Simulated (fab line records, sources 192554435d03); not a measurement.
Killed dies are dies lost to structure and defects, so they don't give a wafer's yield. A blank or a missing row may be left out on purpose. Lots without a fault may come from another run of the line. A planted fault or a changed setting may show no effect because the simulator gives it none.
Split-lot experiment | flow n5_finfet | 7 lots, 21 wafers read, on a route of 1938 steps

THE SPLIT
At N5_BEOL_M11_ETCH_62 (etches SOC in N2/H2, target depth 110 nm, overetch 22 nm, time 165 s), the setting time_s was moved away from the recipe's 165 s on 6 of the 21 wafers read, by -21.3% to +16.5%. The other wafers ran this setting at the recipe's value.

The reading is taken at the split's own step.

THE READING
SiARC_of_BEOL_M11_COAT_60.thk_nm (the simulator's own value, which no gauge read), in nm, at N5_BEOL_M11_ETCH_62 (etches SOC in N2/H2, target depth 110 nm, overetch 22 nm, time 165 s). The file gives no usual value for it. The 15 wafers here that ran the recipe average 23.6 nm, standard deviation 0.25 nm.

wafer  | tool, chamber at the split | time_s as run, s | against the recipe | SiARC_of_BEOL_M11_COAT_60.thk_nm, nm | against lot-mates on the recipe
L074.1 | rie_diel-01, 3             | 165              | recipe             | 23.6                                 | -
L074.3 | rie_diel-01, 0             | 165              | recipe             | 23.4                                 | -
L074.5 | rie_diel-01, 1             | 165              | recipe             | 24                                   | -
L083.2 | rie_diel-05, 2             | 165              | recipe             | 23.2                                 | -
L083.4 | rie_diel-05, 3             | 165              | recipe             | 23.4                                 | -
L083.5 | rie_diel-05, 2             | 165              | recipe             | 23.4                                 | -
L087.2 | rie_diel-01, 0             | 130.2            | -21.1%             | 24.8                                 | +0.8
L087.3 | rie_diel-01, 1             | 165              | recipe             | 24                                   | -
L087.5 | rie_diel-01, 1             | 130.2            | -21.1%             | 25.2                                 | +1.2
L086.4 | rie_diel-01, 0             | 190.5            | +15.5%             | 22.4                                 | -1.0
L086.5 | rie_diel-01, 0             | 190.5            | +15.5%             | 22.4                                 | -1.0
L086.6 | rie_diel-01, 3             | 165              | recipe             | 23.4                                 | -
L091.1 | rie_diel-05, 0             | 165              | recipe             | 23.8                                 | -
L091.3 | rie_diel-05, 2             | 192.3            | +16.5%             | 22.2                                 | -1.4
L091.4 | rie_diel-05, 1             | 165              | recipe             | 23.4                                 | -
L093.2 | rie_diel-01, 0             | 165              | recipe             | 23.4                                 | -
L093.5 | rie_diel-01, 2             | 129.9            | -21.3%             | 24.8                                 | +1.1
L093.6 | rie_diel-01, 1             | 165              | recipe             | 24                                   | -
L097.1 | rie_diel-05, 1             | 165              | recipe             | 23.4                                 | -
L097.2 | rie_diel-05, 0             | 165              | recipe             | 23.6                                 | -
L097.6 | rie_diel-05, 0             | 165              | recipe             | 23.6                                 | -

THE FIT
A straight line over all 21 wafers: SiARC_of_BEOL_M11_COAT_60.thk_nm changes by -0.0697 nm for each +1% of time_s; r = -0.95; the points scatter about the line by 0.24 nm.
The same after taking each lot's own level away (the mean of its wafers on the recipe; 21 wafers): -0.0576 nm for each +1%; r = -0.94; scatter 0.21 nm.
On that fit, the largest move of time_s shifts the reading by 1.2 nm.
The lots' own levels span 23.33 to 24.00 nm, that is 2.6 times the standard deviation above.
So the lot-to-lot level changes the slope: the two fits differ.
Check: with one of the wafers moved furthest among these (-21.3%) left out of the fit, the line predicts +1.19 nm for it against its lot-mates. It came out at +1.1 nm against them.

OTHER SPLITS ON THESE WAFERS
These wafers also went through other splits before the reading. Each is held against what the fit with the lots' levels taken away leaves over:
other split on the same wafers | wafers away from the commonest value | r with SiARC_of_BEOL_M11_COAT_60.thk_nm (lot level and that fit taken away)
N5_BEOL_M11_EXPOSE_08 dose_mj  | 8                                    | -0.18

THE WHOLE CHAIN: every reading that the file lists as answering this split, in the file's order
step                   | what it does                                                         | reading                                                                           | change (the file's fit)                                                              | r (the file's)
N5_BEOL_M11_ETCH_62    | etches SOC in N2/H2, target depth 110 nm, overetch 22 nm, time 165 s | SiARC_of_BEOL_M11_COAT_60.thk_nm (the simulator's own value, which no gauge read) | -0.0589 nm for each +1% of the setting                                               | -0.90
N5_BEOL_M11_HM_OPEN_17 | chemistry Cl2/BCl3, target TiN, target depth 20 nm, overetch 6 nm    | etch.depth_nm (the simulator's own value, which no gauge read)                    | not straight: 20.01 at the lowest setting, 20.04 at the recipe, 17.55 at the highest | not given

THE FILE'S OWN FIT
SiARC_of_BEOL_M11_COAT_60.thk_nm changes by -0.0589 nm for each +1% of time_s, r = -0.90.
